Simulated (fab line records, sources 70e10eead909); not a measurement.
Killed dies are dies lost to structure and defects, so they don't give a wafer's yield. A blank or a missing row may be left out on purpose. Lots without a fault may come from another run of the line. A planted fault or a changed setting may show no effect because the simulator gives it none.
Chamber matching | flow nand_harc | NHARC_A_CHANNEL_FILL_D2_ALD_16 on ald_hk-01: 4 sister chambers
The step deposits SiO2, target thk 1.5 nm, pulse time 10 s, ald cycles 15. 8 wafers are shown with their chamber, then 8 later ones without.

WAFERS WITH THEIR CHAMBER
wafer  | chamber | heater_power_w (W) | precursor_pulse_height_rel
L081.6 | 1       | 438                | 1.015
L081.2 | 1       | 442                | 0.988
L082.4 | 0       | 391                | 0.963
L082.6 | 2       | 433                | 0.982
L083.2 | 0       | 390                | 0.979
L083.4 | 3       | 469                | 0.993
L083.6 | 2       | 447                | 1.014
L084.2 | 3       | 467                | 1.010

WAFERS WITHOUT THEIR CHAMBER
wafer  | heater_power_w (W) | precursor_pulse_height_rel
L084.3 | 390                | 0.993
L084.5 | 438                | 1.006
L086.3 | 469                | 0.983
L086.5 | 448                | 0.996
L086.6 | 378                | 0.986
L096.1 | 458                | 1.050
L096.2 | 382                | 0.968
L096.6 | 382                | 1.011

WHICH CHAMBER EACH WENT THROUGH
wafer  | from the rows above          | in truth
L084.3 | 0                            | 0
L084.5 | can't be placed: 1 or 2      | 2
L086.3 | 3                            | 3
L086.5 | can't be placed: 2 or 1      | 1
L086.6 | 0                            | 0
L096.1 | can't be placed: 3 or 1 or 2 | 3
L096.2 | 0                            | 0
L096.6 | 0                            | 0
Placed correctly: 5 of 8. Can't be placed from these rows: 3 (the true chamber is among the candidates in 3). Placed wrongly: 0.
How it was worked out, from the rows above alone: a wafer's distance from a chamber is the root of the sum, over the readings, of the square of ((its reading less the chamber's mean) divided by the reading's scatter). The wafer belongs to the nearest chamber; if the next one is less than 2 further off, it can't be placed. A chamber's mean is the mean of its shown wafers. The scatter: the root of (the sum of the squares of (reading less its chamber's mean) over the shown wafers, divided by (wafers less chambers)).
